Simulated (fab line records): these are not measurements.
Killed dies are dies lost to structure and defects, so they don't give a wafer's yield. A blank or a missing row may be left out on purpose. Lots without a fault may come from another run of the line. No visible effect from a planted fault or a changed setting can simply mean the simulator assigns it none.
Matching of chambers | flow n5_finfet | rie_diel-06 running N5_BEOL_M15_ETCH_61: 4 sister chambers
The step etches BARC in N2/H2, target depth 89 nm, overetch 26.7 nm, time 67.9 s. 14 wafers are shown with their chamber, then 7 later ones without.

## WAFERS, EACH WITH ITS CHAMBER
wafer  | chamber | showerhead_plenum_p_Torr (Torr) | throttle_valve_pct (%) | drypump_motor_current_A (A)
L075.2 | 1       | 2.66                            | 18.53                  | 6.3
L075.5 | 1       | 2.66                            | 18.53                  | 6.3
L075.6 | 0       | 2.60                            | 17.99                  | 5.8
L078.3 | 2       | 2.70                            | 17.66                  | 5.5
L078.4 | 1       | 2.65                            | 18.53                  | 6.3
L078.5 | 3       | 2.46                            | 17.98                  | 5.9
L080.2 | 2       | 2.70                            | 17.66                  | 5.4
L080.5 | 2       | 2.70                            | 17.66                  | 5.4
L080.6 | 1       | 2.65                            | 18.56                  | 6.3
L083.1 | 0       | 2.59                            | 18.03                  | 5.8
L083.4 | 3       | 2.46                            | 18.02                  | 5.9
L083.5 | 0       | 2.59                            | 18.03                  | 5.8
L086.1 | 1       | 2.64                            | 18.57                  | 6.4
L086.3 | 2       | 2.69                            | 17.69                  | 5.4

SIGNATURES (means of the wafers above)
reading                  | chamber 0 | chamber 1 | chamber 2 | chamber 3 | scatter within a chamber
showerhead_plenum_p_Torr | 2.5933    | 2.6520    | 2.6975    | 2.4600    | 0.00649
throttle_valve_pct       | 18.0167   | 18.5440   | 17.6675   | 18.0000   | 0.0202
drypump_motor_current_A  | 5.800     | 6.320     | 5.425     | 5.900     | 0.0394
Rule: for each reading, subtract the chamber's mean from the wafer's reading, divide by that reading's scatter and square the result; add these up over the readings and take the root, which gives the wafer's distance from the chamber. If the next closest chamber is less than 2 further off than the closest, the wafer can't be placed; otherwise it belongs to the closest. The scatter: take each reading less its chamber's mean, square it, sum over the shown wafers, divide by the number of wafers less the number of chambers, and take the root.

## WAFERS WITH NO CHAMBER GIVEN
wafer  | showerhead_plenum_p_Torr (Torr) | throttle_valve_pct (%) | drypump_motor_current_A (A)
L086.5 | 2.64                            | 18.58                  | 6.4
L081.1 | 2.58                            | 18.04                  | 5.8
L081.3 | 2.64                            | 18.58                  | 6.3
L081.4 | 2.69                            | 17.70                  | 5.4
L088.1 | 2.45                            | 18.02                  | 5.9
L088.2 | 2.69                            | 17.71                  | 5.4
L088.5 | 2.45                            | 18.04                  | 5.9

## CHAMBER TAKEN BY EACH
wafer  | from the rows above | in truth
L086.5 | 1                   | 1
L081.1 | 0                   | 0
L081.3 | 1                   | 1
L081.4 | 2                   | 2
L088.1 | 3                   | 3
L088.2 | 2                   | 2
L088.5 | 3                   | 3
7 of 7 placed correctly. Left unplaced by these rows: 0. Number placed wrongly: 0.
